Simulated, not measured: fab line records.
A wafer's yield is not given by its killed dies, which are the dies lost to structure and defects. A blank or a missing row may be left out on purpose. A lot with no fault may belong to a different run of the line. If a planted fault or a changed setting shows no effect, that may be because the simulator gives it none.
fab line records ; flow n5-finfet
record: lots: 7; wafers: 21
route steps=1938 shown BEOL_M4@1050 BEOL_M5@1123 BEOL_M6@1194
start-h: hours from the record's first day to the start of the lot's first wafer shown ; wait-h: how many hours have passed since the lot's step before this one ; " unchanged from the row above ; L1.1+2: several wafers, shown together as one row ; - value missing, or start not given ; * or withheld: withheld ; < > ~ a bound
route shown NAME@n: names a module that has steps shown in the file, with the first one's number in the route ; usual: mean/standard deviation taken from wafers without a fault ; same: alike in all rows ; chamber/n: place in a boat ; sites: readings site by site ; _std_site: how widely they spread, as a standard deviation ; _edge_site: the outer-site mean with the inner-site mean subtracted ; radius-mm: how far each site lies from the wafer's centre ; mask NAME#n: copy n ; behind: the tool/chamber that last shaped the wafer ; hold: the reason the lot was held/the length of the hold in hours/how it ended ; device: transistor that didn't switch, given as n, p or np ; end of line: at the end of the route, the tests of the same wafers ; where a step has no rows: the recipe by itself ; killed: at the first sort, the dies lost to defects and structure; wafer yield is something else ; map: the dies of a wafer, with x for killed, . for not killed, _ for no die there
set.NAME: setting as actually run; set.NAME@STEP: the setting as run at that earlier step ; model.NAME: the simulator's own value behind a step, which no gauge read
lots whose settings were changed on purpose; a table a step, a row a wafer
== steps ==
step: N5_BEOL_M4_COAT_22
recipe: resist: CAR-EUV; spin-rpm: 1500; resist-thk-nm: 30
lot.wafer;tool;chamber;start-h;wait-h;set.spin-rpm;model.CAR-EUV_of_BEOL_M4_COAT_22.thk-nm
L074.2+4;litho-track-03;0;-;-;1500;30
L074.3;litho-track-03;0;-;-;1660;28.6
L076.1+3;litho-track-04;0;-;-;1562;29.4
L076.6;litho-track-04;0;-;-;1500;30
L082.1+4+5;litho-track-03;0;-;-;1500;30
L086.2+5+6;litho-track-04;0;-;-;1594;29.2
L095.2+4+5;litho-track-02;0;-;-;1500;30
L094.2;litho-track-03;0;-;-;1500;29.8
L094.3;litho-track-03;0;-;-;1500;30
L094.4;litho-track-03;0;-;-;1547;29.4
L097.1;litho-track-04;0;-;-;1500;29.8
L097.3+6;litho-track-04;0;-;-;1500;30
step: N5_BEOL_M4_EBR_24
recipe: solvent: PGMEA; ebr-width-mm: 1.5
step: N5_BEOL_M4_SOFTBAKE_23
recipe: temp-c: 110; time-s: 60; resist: CAR-EUV
step: N5_BEOL_M4_EXPOSE_25
recipe: mask-id: V3; na: 0.33; source-shape: quasar; sigma-inner: 0.2; sigma-outer: 0.8; polarization: unpolarized; defocus-nm: 5; dose-mj: 63
step: N5_BEOL_M4_PEB_26
recipe: peb-temp-c: 100; peb-time-s: 60; resist: CAR-EUV
step: N5_BEOL_M4_DEVELOP_27
recipe: develop-time-s: 30; developer: TMAH; resist: CAR-EUV; rinse-liquid: surfactant-rinse; dry: air-spin; dev-temp-c: 23
lot.wafer;tool;chamber;start-h;wait-h;set.spin-rpm@BEOL_M4_COAT_22;model.CAR-EUV_of_BEOL_M4_COAT_22.thk-nm
L074.2+4;litho-track-02;0;-;-;1500;29.6
L074.3;litho-track-02;0;-;-;1660;28.2
L076.1+3;litho-track-04;0;-;-;1562;29
L076.6;litho-track-04;0;-;-;1500;29.6
L082.1+4;litho-track-04;0;-;-;1500;29.4
L082.5;litho-track-04;0;-;-;1500;29.6
L086.2+5+6;litho-track-02;0;-;-;1594;28.8
L095.2;litho-track-03;0;-;-;1500;29.4
L095.4+5;litho-track-03;0;-;-;1500;29.6
L094.2+3;litho-track-02;0;-;-;1500;29.4
L094.4;litho-track-02;0;-;-;1547;29
L097.1+3+6;litho-track-02;0;-;-;1500;29.4
step: N5_BEOL_M4_DESCUM_33
recipe: chemistry: O2; time-s: 7; source-power-w: 50; bias-power-w: 20; pressure-mtorr: 20; rf-frequency-hz: 2.712e+07; temp-c: 40; resist: CAR-EUV; o2-flow-sccm: 225
lot.wafer;tool;chamber;start-h;wait-h;set.spin-rpm@BEOL_M4_COAT_22;model.CAR-EUV_of_BEOL_M4_COAT_22.thk-nm
L074.2+4;rie-diel-02;3,0;158.49;0.0;1500;26.2
L074.3;rie-diel-02;2;158.49;0.0;1660;24.6
L076.1;rie-diel-02;2;173.88;0.0;1562;25.4
L076.3;rie-diel-02;3;173.88;0.0;1562;25.6
L076.6;rie-diel-02;3;173.88;0.0;1500;26
L082.1+4+5;rie-diel-01;0,2,3;213.96;0.0;1500;26
L086.2+5;rie-diel-01;1,2;230.44;0.1;1594;25.2
L086.6;rie-diel-01;3;230.44;0.1;1594;25.4
L095.2+4+5;rie-diel-06;0,2,0;280.47;0.0;1500;26
L094.2+3;rie-diel-06;0,3;287.73;0.2;1500;26
L094.4;rie-diel-06;0;287.73;0.2;1547;25.4
L097.1+3+6;rie-diel-06;1,0,3;299.02;0.4;1500;26
step: N5_BEOL_M5_EXPOSE_08
recipe: mask-id: M5; na: 0.33; source-shape: annular; sigma-inner: 0.4; sigma-outer: 0.8; polarization: unpolarized; target-cd-nm: 28; dose-mj: 35.75
lot.wafer;tool;chamber;start-h;wait-h;mask;set.dose-mj
L074.2+3;euv-scanner-01;0;171.25;-;M5#0;35.75
L074.4;euv-scanner-01;0;171.25;-;M5#0;33.14
L076.1+6;euv-scanner-02;0;189.30;-;M5#0;34.5
L076.3;euv-scanner-02;0;189.30;-;M5#0;35.75
L082.1+5;euv-scanner-01;0;229.84;-;M5#0;33.7
L082.4;euv-scanner-01;0;229.84;-;M5#0;35.75
L086.2;euv-scanner-02;0;246.02;-;M5#0;35.75
L086.5+6;euv-scanner-02;0;246.02;-;M5#0;34.96
L095.2+4+5;euv-scanner-01;0;288.97;-;M5#0;35.75
L094.2+3;euv-scanner-01;0;297.38;-;M5#0;35.75
L094.4;euv-scanner-01;0;297.38;-;M5#0;37
L097.1+3+6;euv-scanner-01;0;307.25;-;M5#0;35.75
step: N5_BEOL_M5_PEB_09
recipe: peb-temp-c: 100; peb-time-s: 60; resist: CAR-EUV
step: N5_BEOL_M5_DEVELOP_10
recipe: develop-time-s: 30; developer: TMAH; resist: CAR-EUV; rinse-liquid: surfactant-rinse; dry: air-spin; dev-temp-c: 23
step: N5_BEOL_M5_CD_MEAS_11
recipe: target-cd-nm: 27.74; landing-energy-ev: 500; detector: se-inlens
usual: cd-nm: 28.03/0.24
lot.wafer;tool;chamber;start-h;wait-h;set.dose-mj@BEOL_M5_EXPOSE_08;cd-nm
L074.2;cd-sem-03;0;171.38;-;35.75;28.05
L074.3;cd-sem-03;0;171.38;-;35.75;28.00
L074.4;cd-sem-03;0;171.38;-;33.14;26.01
L076.1;cd-sem-02;0;189.43;-;34.5;27.08
L076.3;cd-sem-02;0;189.43;-;35.75;27.98
L076.6;cd-sem-02;0;189.43;-;34.5;27.13
L082.1;cd-sem-02;0;229.97;-;33.7;26.54
L082.4;cd-sem-02;0;229.97;-;35.75;27.98
L082.5;cd-sem-02;0;229.97;-;33.7;26.31
L086.2;cd-sem-01;0;246.14;-;35.75;27.90
L086.5;cd-sem-01;0;246.14;-;34.96;27.55
L086.6;cd-sem-01;0;246.14;-;34.96;27.67
L095.2;cd-sem-02;0;289.09;-;35.75;27.77
L095.4;cd-sem-02;0;289.09;-;35.75;28.25
L095.5;cd-sem-02;0;289.09;-;35.75;27.70
L094.2;cd-sem-03;0;297.50;-;35.75;27.98
L094.3;cd-sem-03;0;297.50;-;35.75;27.95
L094.4;cd-sem-03;0;297.50;-;37;29.33
L097.1;cd-sem-01;0;307.38;-;35.75;28.00
L097.3;cd-sem-01;0;307.38;-;35.75;28.30
L097.6;cd-sem-01;0;307.38;-;35.75;27.89
step: N5_BEOL_M5_DESCUM_16
recipe: chemistry: O2; time-s: 7; source-power-w: 50; bias-power-w: 20; pressure-mtorr: 20; rf-frequency-hz: 2.712e+07; temp-c: 40; resist: CAR-EUV; o2-flow-sccm: 225
lot.wafer;tool;chamber;start-h;wait-h;set.time-s;set.dose-mj@BEOL_M5_EXPOSE_08;model.BEOL_M5.cd-nm;model.CAR-EUV_of_BEOL_M5_COAT_05.thk-nm
L074.2;rie-diel-04;0;172.03;0.6;8.144;35.75;28.2;25.4
L074.3;rie-diel-04;1;172.03;0.6;7;35.75;28;26
L074.4;rie-diel-04;1;172.03;0.6;7;33.14;26.2;25.8
L076.1;rie-diel-04;1;189.60;0.1;7.7;34.5;27.6;25.6
L076.3;rie-diel-04;3;189.60;0.1;7;35.75;28.4;26
L076.6;rie-diel-04;0;189.60;0.1;7;34.5;27.4;26.2
L082.1;rie-diel-03;2;230.19;0.1;7;33.7;26.6;26
L082.4;rie-diel-03;0;230.19;0.1;7;35.75;28;26.2
L082.5;rie-diel-03;2;230.19;0.1;7;33.7;26.4;26.2
L086.2;rie-diel-04;1;246.27;0.0;7;35.75;28;26
L086.5;rie-diel-04;3;246.27;0.0;7;34.96;27.6;26
L086.6;rie-diel-04;0;246.27;0.0;7;34.96;27.6;26.2
L095.2;rie-diel-05;1;289.41;0.2;7;35.75;28.2;26
L095.4+5;rie-diel-05;3,1;289.41;0.2;7;35.75;28;26
L094.2;rie-diel-05;3;298.12;0.5;8.182;35.75;28.4;25.6
L094.3;rie-diel-05;0;298.12;0.5;7;35.75;28;26.2
L094.4;rie-diel-05;1;298.12;0.5;8.182;37;29.2;25.4
L097.1;rie-diel-05;0;308.07;0.6;7.631;35.75;28;26
L097.3;rie-diel-05;2;308.07;0.6;7;35.75;27.8;26.2
L097.6;rie-diel-05;3;308.07;0.6;7.631;35.75;28;25.8
step: N5_BEOL_M5_ETCH_72
recipe: chemistry: N2/H2; target: underlayer; target-depth-a: 65; mask-material: CAR-EUV; time-s: 5.2; ion-energy-ev: 200; pressure-mtorr: 30; source-w: 840; bias-w: 150; n2-flow-sccm: 200; h2-flow-sccm: 200; ends: cleared
lot.wafer;tool;chamber;start-h;wait-h;set.dose-mj@BEOL_M5_EXPOSE_08;model.BEOL_M5.cd-nm
L074.2+3;rie-diel-04;0,1;172.06;0.0;35.75;28.2
L074.4;rie-diel-04;1;172.06;0.0;33.14;26.2
L076.1+6;rie-diel-04;1,0;189.64;0.0;34.5;27.6
L076.3;rie-diel-04;3;189.64;0.0;35.75;28.4
L082.1;rie-diel-03;2;230.22;0.0;33.7;26.6
L082.4;rie-diel-03;0;230.22;0.0;35.75;28
L082.5;rie-diel-03;2;230.22;0.0;33.7;26.4
L086.2;rie-diel-04;1;246.30;0.0;35.75;28
L086.5+6;rie-diel-04;3,0;246.30;0.0;34.96;27.6
L095.2;rie-diel-05;1;289.45;0.0;35.75;28.2
L095.4;rie-diel-05;3;289.45;0.0;35.75;28
L095.5;rie-diel-05;1;289.45;0.0;35.75;27.8
L094.2;rie-diel-05;3;298.15;0.0;35.75;28.2
L094.3;rie-diel-05;0;298.15;0.0;35.75;28
L094.4;rie-diel-05;1;298.15;0.0;37;29.2
L097.1+6;rie-diel-05;0,3;308.10;0.0;35.75;28
L097.3;rie-diel-05;2;308.10;0.0;35.75;27.8
step: N5_BEOL_M5_ETCH_61
recipe: chemistry: CF4; target: SiARC; target-depth-a: 156; mask-material: CAR-EUV; time-s: 26; ion-energy-ev: 80; pressure-mtorr: 40; source-w: 545; bias-w: 36; Ar_flow_sccm: 100; cf4-flow-sccm: 100; ends: cleared
step: N5_BEOL_M5_ETCH_62
recipe: chemistry: N2/H2; target: SOC; target-depth-a: 750; overetch-a: 150; mask-material: SiARC; temp-c: 40; time-s: 112.5; ion-energy-ev: 200; pressure-mtorr: 30; source-w: 840; bias-w: 150; n2-flow-sccm: 200; h2-flow-sccm: 200
step: N5_BEOL_M5_HM_OPEN_17
recipe: chemistry: Cl2/BCl3; target-depth-a: 200; overetch-a: 60; target: TiN; mask-material: SOC; ion-energy-ev: 150; pressure-mtorr: 10; icp-w: 1000; bias-w: 126; Cl2_flow_sccm: 53.25; bcl3-flow-sccm: 21.75; Ar_flow_sccm: 25
step: N5_BEOL_M5_STRIP_19
recipe: chemistry: O2; power-w: 400; temp-c: 40; pressure-mtorr: 30; rf-frequency-hz: 6e+07; bias-power-w: 0; overash-fraction: 0.2; o2-flow-sccm: 225
step: N5_BEOL_M5_CD_MEAS_18
recipe: pitch-nm: 56; target-cd-nm: 28
usual: cd-nm: 28.1/0.32
lot.wafer;tool;chamber;start-h;wait-h;set.dose-mj@BEOL_M5_EXPOSE_08;cd-nm
L074.2;cd-sem-02;-;172.61;0.1;35.75;28.1
L074.3;cd-sem-02;-;172.61;0.1;35.75;28.0
L074.4;cd-sem-02;-;172.61;0.1;33.14;25.9
L076.1;cd-sem-02;-;190.03;0.0;34.5;27.8
L076.3;cd-sem-02;-;190.03;0.0;35.75;28.6
L076.6;cd-sem-02;-;190.03;0.0;34.5;27.3
L082.1;cd-sem-02;-;230.61;0.0;33.7;26.6
L082.4;cd-sem-02;-;230.61;0.0;35.75;27.5
L082.5;cd-sem-02;-;230.61;0.0;33.7;26.4
L086.2;cd-sem-03;-;246.71;0.1;35.75;28.1
L086.5;cd-sem-03;-;246.71;0.1;34.96;27.7
L086.6;cd-sem-03;-;246.71;0.1;34.96;28.1
L095.2;cd-sem-03;-;289.85;0.1;35.75;28.2
L095.4;cd-sem-03;-;289.85;0.1;35.75;28.5
L095.5;cd-sem-03;-;289.85;0.1;35.75;28.4
L094.2;cd-sem-02;-;298.57;0.1;35.75;28.4
L094.3;cd-sem-02;-;298.57;0.1;35.75;28.5
L094.4;cd-sem-02;-;298.57;0.1;37;29.3
L097.1;cd-sem-03;-;308.56;0.0;35.75;28.1
L097.3;cd-sem-03;-;308.56;0.0;35.75;27.9
L097.6;cd-sem-03;-;308.56;0.0;35.75;28.3
step: N5_BEOL_M5_COAT_65
recipe: resist: SOC; temp-c: 250; time-s: 60; spin-rpm: 1500; resist-thk-nm: 60
step: N5_BEOL_M5_COAT_66
recipe: resist: SiARC; temp-c: 220; time-s: 60; spin-rpm: 1500; resist-thk-nm: 12
step: N5_BEOL_M5_DESCUM_33
recipe: chemistry: O2; time-s: 7; source-power-w: 50; bias-power-w: 20; pressure-mtorr: 20; rf-frequency-hz: 2.712e+07; temp-c: 40; resist: CAR-EUV; o2-flow-sccm: 225
step: N5_BEOL_M5_ETCH_75
recipe: chemistry: N2/H2; target: underlayer; target-depth-a: 65; mask-material: CAR-EUV; time-s: 5.2; ion-energy-ev: 200; pressure-mtorr: 30; source-w: 840; bias-w: 150; n2-flow-sccm: 200; h2-flow-sccm: 200; ends: cleared
lot.wafer;tool;chamber;start-h;wait-h;set.dose-mj@BEOL_M5_EXPOSE_08;model.BEOL_M5.cd-nm
L074.2;rie-diel-03;2;173.27;0.0;35.75;28.4
L074.3;rie-diel-03;1;173.27;0.0;35.75;28.2
L074.4;rie-diel-03;0;173.27;0.0;33.14;26.2
L076.1;rie-diel-04;0;192.70;0.0;34.5;27.8
L076.3;rie-diel-04;3;192.70;0.0;35.75;28.6
L076.6;rie-diel-04;0;192.70;0.0;34.5;27.4
L082.1+5;rie-diel-04;3,0;231.09;0.0;33.7;26.2
L082.4;rie-diel-04;0;231.09;0.0;35.75;27.6
L086.2;rie-diel-05;2;248.09;0.0;35.75;28.2
L086.5;rie-diel-05;0;248.09;0.0;34.96;27.6
L086.6;rie-diel-05;1;248.09;0.0;34.96;27.8
L095.2;rie-diel-04;3;290.53;0.0;35.75;28.2
L095.4;rie-diel-04;1;290.53;0.0;35.75;28
L095.5;rie-diel-04;0;290.53;0.0;35.75;27.8
L094.2;rie-diel-03;0;300.86;0.0;35.75;28.4
L094.3;rie-diel-03;1;300.86;0.0;35.75;28.2
L094.4;rie-diel-03;3;300.86;0.0;37;29.6
L097.1;rie-diel-05;2;311.39;0.0;35.75;27.8
L097.3;rie-diel-05;0;311.39;0.0;35.75;28
L097.6;rie-diel-05;1;311.39;0.0;35.75;28.2
step: N5_BEOL_M5_ETCH_67
recipe: chemistry: CF4; target: SiARC; target-depth-a: 156; mask-material: CAR-EUV; time-s: 26; ion-energy-ev: 80; pressure-mtorr: 40; source-w: 545; bias-w: 36; Ar_flow_sccm: 100; cf4-flow-sccm: 100; ends: cleared
step: N5_BEOL_M5_ETCH_68
recipe: chemistry: N2/H2; target: SOC; target-depth-a: 800; overetch-a: 160; mask-material: SiARC; temp-c: 40; time-s: 120; ion-energy-ev: 200; pressure-mtorr: 30; source-w: 840; bias-w: 150; n2-flow-sccm: 200; h2-flow-sccm: 200
lot.wafer;tool;chamber;start-h;wait-h;set.dose-mj@BEOL_M5_EXPOSE_08;model.BEOL_M5.cd-nm
L074.2;rie-diel-03;2;173.32;0.0;35.75;28.2
L074.3;rie-diel-03;1;173.32;0.0;35.75;28.4
L074.4;rie-diel-03;0;173.32;0.0;33.14;26
L076.1;rie-diel-04;0;192.75;0.0;34.5;27.6
L076.3;rie-diel-04;3;192.75;0.0;35.75;28.6
L076.6;rie-diel-04;0;192.75;0.0;34.5;27.2
L082.1;rie-diel-04;3;231.13;0.0;33.7;26.4
L082.4;rie-diel-04;0;231.13;0.0;35.75;27.4
L082.5;rie-diel-04;0;231.13;0.0;33.7;26
L086.2;rie-diel-05;2;248.13;0.0;35.75;28
L086.5;rie-diel-05;0;248.13;0.0;34.96;27.4
L086.6;rie-diel-05;1;248.13;0.0;34.96;27.8
L095.2;rie-diel-04;3;290.58;0.0;35.75;28.4
L095.4;rie-diel-04;1;290.58;0.0;35.75;28.2
L095.5;rie-diel-04;0;290.58;0.0;35.75;27.8
L094.2;rie-diel-03;0;300.91;0.0;35.75;28.6
L094.3;rie-diel-03;1;300.91;0.0;35.75;28.4
L094.4;rie-diel-03;3;300.91;0.0;37;29.8
L097.1;rie-diel-05;2;311.44;0.0;35.75;27.8
L097.3;rie-diel-05;0;311.44;0.0;35.75;28
L097.6;rie-diel-05;1;311.44;0.0;35.75;28.2
step: N5_BEOL_M5_STRIP_69
recipe: chemistry: N2/H2; temp-c: 40; n2-flow-sccm: 200; h2-flow-sccm: 200; rf-frequency-hz: 6e+07
step: N5_BEOL_M5_STRIP_76
recipe: chemistry: N2/H2; temp-c: 40; n2-flow-sccm: 200; h2-flow-sccm: 200; rf-frequency-hz: 6e+07
step: N5_BEOL_M5_PRECLEAN_42
recipe: chemistry: residue-remover; time-s: 60; temp-c: 40
step: N5_BEOL_M5_SRD_43
recipe: time-s: 30; temp-c: 23; rinse-liquid: diw; dry: ipa-marangoni
step: N5_BEOL_M5_CD_MEAS_35
recipe: target-cd-nm: 28; target-cd-y-nm: 24; polarity: opening
usual: cd-nm: 28.1/0.32
lot.wafer;tool;chamber;start-h;wait-h;set.dose-mj@BEOL_M5_EXPOSE_08;cd-nm
L074.2;cd-sem-01;-;173.83;0.0;35.75;28.7
L074.3;cd-sem-01;-;173.83;0.0;35.75;28.1
L074.4;cd-sem-01;-;173.83;0.0;33.14;26.0
L076.1;cd-sem-01;-;193.24;0.0;34.5;27.6
L076.3;cd-sem-01;-;193.24;0.0;35.75;29.0
L076.6;cd-sem-01;-;193.24;0.0;34.5;27.8
L082.1;cd-sem-03;-;231.63;0.0;33.7;26.7
L082.4;cd-sem-03;-;231.63;0.0;35.75;28.0
L082.5;cd-sem-03;-;231.63;0.0;33.7;26.8
L086.2;cd-sem-01;-;248.63;0.0;35.75;27.7
L086.5;cd-sem-01;-;248.63;0.0;34.96;27.4
L086.6;cd-sem-01;-;248.63;0.0;34.96;27.7
L095.2;cd-sem-01;-;291.08;0.0;35.75;28.3
L095.4;cd-sem-01;-;291.08;0.0;35.75;28.0
L095.5;cd-sem-01;-;291.08;0.0;35.75;27.9
L094.2;cd-sem-03;-;301.40;0.0;35.75;28.4
L094.3;cd-sem-03;-;301.40;0.0;35.75;28.7
L094.4;cd-sem-03;-;301.40;0.0;37;29.4
L097.1;cd-sem-02;-;312.04;0.0;35.75;27.8
L097.3;cd-sem-02;-;312.04;0.0;35.75;27.8
L097.6;cd-sem-02;-;312.04;0.0;35.75;28.4
step: N5_BEOL_M6_ILD_DEP_00
recipe: material: SiCOH_lowk; target-thk-a: 1797.5; temp-c: 300; precursor: DEMS/porogen; pressure-torr: 5; rf-w: 500; time-s: 33.4
lot.wafer;tool;chamber;start-h;wait-h;set.time-s;model.SiCOH_lowk_of_BEOL_M6_ILD_DEP_00.thk-nm
L074.2;pecvd-03;1;181.10;0.0;33.4;180.2
L074.3;pecvd-03;2;181.10;0.0;33.4;177.6
L074.4;pecvd-03;1;181.10;0.0;32.07;173.2
L076.1;pecvd-02;1;199.98;0.0;33.4;181
L076.3;pecvd-02;0;199.98;0.0;33.4;182.2
L076.6;pecvd-02;2;199.98;0.0;33.4;182.8
L082.1;pecvd-04;0;238.72;0.0;33.4;179.4
L082.4;pecvd-04;0;238.72;0.0;33.4;183.6
L082.5;pecvd-04;1;238.72;0.0;33.4;181.4
L086.2;pecvd-04;0;255.06;0.0;33.4;181
L086.5;pecvd-04;0;255.06;0.0;33.4;180.4
L086.6;pecvd-04;2;255.06;0.0;29.44;161
L095.2;pecvd-03;0;297.83;0.0;33.4;175.8
L095.4;pecvd-03;0;297.83;0.0;33.4;177.8
L095.5;pecvd-03;1;297.83;0.0;33.4;180
L094.2;pecvd-04;0;309.02;0.0;33.4;177.2
L094.3;pecvd-04;1;309.02;0.0;37.98;202.4
L094.4;pecvd-04;0;309.02;0.0;33.4;181
L097.1+3;pecvd-02;2,0;320.07;0.0;33.4;178.8
L097.6;pecvd-02;2;320.07;0.0;33.4;182.8
step: N5_BEOL_M6_CURE_74
recipe: temp-c: 385; time-s: 240; ambient: He/Ar; material: SiCOH_lowk
lot.wafer;tool;chamber;start-h;wait-h;set.time-s@BEOL_M6_ILD_DEP_00;model.SiCOH_lowk_of_BEOL_M6_ILD_DEP_00.thk-nm
L074.2;uv-cure-01;1;181.24;0.1;33.4;155.4
L074.3;uv-cure-01;1;181.24;0.1;33.4;153
L074.4;uv-cure-01;1;181.24;0.1;32.07;149.2
L076.1;uv-cure-01;2;200.07;0.1;33.4;156
L076.3;uv-cure-01;2;200.07;0.1;33.4;157.2
L076.6;uv-cure-01;2;200.07;0.1;33.4;157.6
L082.1;uv-cure-03;2;238.78;0.0;33.4;154.8
L082.4;uv-cure-03;2;238.78;0.0;33.4;158.4
L082.5;uv-cure-03;2;238.78;0.0;33.4;156.4
L086.2;uv-cure-02;2;255.20;0.1;33.4;156.2
L086.5;uv-cure-02;2;255.20;0.1;33.4;155.6
L086.6;uv-cure-02;2;255.20;0.1;29.44;138.6
L095.2;uv-cure-02;0;297.97;0.1;33.4;151.6
L095.4;uv-cure-02;0;297.97;0.1;33.4;153.4
L095.5;uv-cure-02;0;297.97;0.1;33.4;155.2
L094.2;uv-cure-01;1;309.16;0.1;33.4;152.8
L094.3;uv-cure-01;1;309.16;0.1;37.98;174.8
L094.4;uv-cure-01;1;309.16;0.1;33.4;156
L097.1+3;uv-cure-01;1;320.14;0.0;33.4;154.2
L097.6;uv-cure-01;1;320.14;0.0;33.4;157.6
step: N5_BEOL_M6_THK_MEAS_01
recipe: reads: SiCOH_lowk_of_BEOL_M6_ILD_DEP_00
usual: M6_ILD_THK: 154.9/2
lot.wafer;tool;chamber;start-h;wait-h;set.time-s@BEOL_M6_ILD_DEP_00;M6_ILD_THK[nm]
L074.2;film-metro-01;-;181.68;0.4;33.4;155.2
L074.3;film-metro-01;-;181.68;0.4;33.4;153.2
L074.4;film-metro-01;-;181.68;0.4;32.07;149.3
L076.1;film-metro-02;-;200.58;0.4;33.4;156.2
L076.3;film-metro-02;-;200.58;0.4;33.4;157.0
L076.6;film-metro-02;-;200.58;0.4;33.4;157.6
L082.1;film-metro-02;-;239.29;0.4;33.4;154.7
L082.4;film-metro-02;-;239.29;0.4;33.4;158.4
L082.5;film-metro-02;-;239.29;0.4;33.4;156.3
L086.2;film-metro-02;-;255.64;0.4;33.4;156.1
L086.5;film-metro-02;-;255.64;0.4;33.4;155.5
L086.6;film-metro-02;-;255.64;0.4;29.44;138.7
L095.2;film-metro-02;-;298.41;0.4;33.4;151.6
L095.4;film-metro-02;-;298.41;0.4;33.4;153.3
L095.5;film-metro-02;-;298.41;0.4;33.4;155.4
L094.2;film-metro-02;-;309.60;0.4;33.4;152.8
L094.3;film-metro-02;-;309.60;0.4;37.98;174.7
L094.4;film-metro-02;-;309.60;0.4;33.4;156.1
L097.1;film-metro-01;-;320.65;0.4;33.4;154.0
L097.3;film-metro-01;-;320.65;0.4;33.4;154.3
L097.6;film-metro-01;-;320.65;0.4;33.4;157.7
step: N5_BEOL_M6_PECVD_70
recipe: material: SiO2; target-thk-a: 200; temp-c: 400; precursor: TEOS/O2; pressure-torr: 5.5; rf-w: 450; teos-flow-sccm: 53.8; gas: O2; flow-sccm: 3000; time-s: 22.7
lot.wafer;tool;chamber;start-h;wait-h;set.time-s;model.SiO2_of_BEOL_M6_PECVD_70.thk-nm
L074.2;pecvd-03;2;181.71;0.0;24.18;21.2
L074.3;pecvd-03;0;181.71;0.0;22.7;19.6
L074.4;pecvd-03;2;181.71;0.0;22.7;20
L076.1;pecvd-04;0;200.62;0.0;22.7;20
L076.3+6;pecvd-04;2;200.62;0.0;22.7;20.4
L082.1;pecvd-02;0;239.33;0.0;22.7;20
L082.4;pecvd-02;1;239.33;0.0;24.92;22.2
L082.5;pecvd-02;0;239.33;0.0;24.92;22
L086.2;pecvd-02;0;255.67;0.0;22.7;20
L086.5;pecvd-02;0;255.67;0.0;22.7;20.4
L086.6;pecvd-02;2;255.67;0.0;22.7;20.6
L095.2;pecvd-03;1;298.44;0.0;22.7;19.8
L095.4;pecvd-03;2;298.44;0.0;22.7;20.2
L095.5;pecvd-03;0;298.44;0.0;22.7;20.4
L094.2;pecvd-04;1;309.63;0.0;20.85;18
L094.3;pecvd-04;2;309.63;0.0;20.85;18.2
L094.4;pecvd-04;2;309.63;0.0;22.7;20
L097.1;pecvd-02;1;320.69;0.0;22.7;20
L097.3;pecvd-02;0;320.69;0.0;22.7;19.8
L097.6;pecvd-02;1;320.69;0.0;22.7;20.2
== key ==
split: step: N5_BEOL_M4_COAT_22; setting: spin-rpm; stated: 1500; by: wafer
response: step: N5_BEOL_M4_COAT_22; reading: model.CAR-EUV_of_BEOL_M4_COAT_22.thk-nm; change: -0.135; per: 1%; r: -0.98
response: step: N5_BEOL_M4_DEVELOP_27; reading: model.CAR-EUV_of_BEOL_M4_COAT_22.thk-nm; change: -0.133; per: 1%; r: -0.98
response: step: N5_BEOL_M4_DESCUM_33; reading: model.CAR-EUV_of_BEOL_M4_COAT_22.thk-nm; change: -0.149; per: 1%; r: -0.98
split: step: N5_BEOL_M5_EXPOSE_08; setting: dose-mj; stated: 35.75; by: wafer
response: step: N5_BEOL_M5_CD_MEAS_11; reading: cd-nm; change: +0.278; per: 1%; r: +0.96
response: step: N5_BEOL_M5_DESCUM_16; reading: model.BEOL_M5.cd-nm; change: +0.26; per: 1%; r: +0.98
response: step: N5_BEOL_M5_ETCH_72; reading: model.BEOL_M5.cd-nm; change: +0.266; per: 1%; r: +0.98
response: step: N5_BEOL_M5_CD_MEAS_18; reading: cd-nm; change: +0.25; per: 1%; r: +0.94
response: step: N5_BEOL_M5_ETCH_75; reading: model.BEOL_M5.cd-nm; change: +0.281; per: 1%; r: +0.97
response: step: N5_BEOL_M5_ETCH_68; reading: model.BEOL_M5.cd-nm; change: +0.288; per: 1%; r: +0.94
response: step: N5_BEOL_M5_CD_MEAS_35; reading: cd-nm; change: +0.283; per: 1%; r: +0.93
split: step: N5_BEOL_M5_DESCUM_16; setting: time-s; stated: 7; by: wafer
response: step: N5_BEOL_M5_DESCUM_16; reading: model.CAR-EUV_of_BEOL_M5_COAT_05.thk-nm; change: -0.0378; per: 1%; r: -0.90
split: step: N5_BEOL_M6_ILD_DEP_00; setting: time-s; stated: 33.4; by: wafer
response: step: N5_BEOL_M6_ILD_DEP_00; reading: model.SiCOH_lowk_of_BEOL_M6_ILD_DEP_00.thk-nm; change: +1.67; per: 1%; r: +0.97
response: step: N5_BEOL_M6_CURE_74; reading: model.SiCOH_lowk_of_BEOL_M6_ILD_DEP_00.thk-nm; change: +1.47; per: 1%; r: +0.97
response: step: N5_BEOL_M6_THK_MEAS_01; reading: M6_ILD_THK; change: +1.45; per: 1%; r: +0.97
split: step: N5_BEOL_M6_PECVD_70; setting: time-s; stated: 22.7; by: wafer
response: step: N5_BEOL_M6_PECVD_70; reading: model.SiO2_of_BEOL_M6_PECVD_70.thk-nm; change: +0.221; per: 1%; r: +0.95
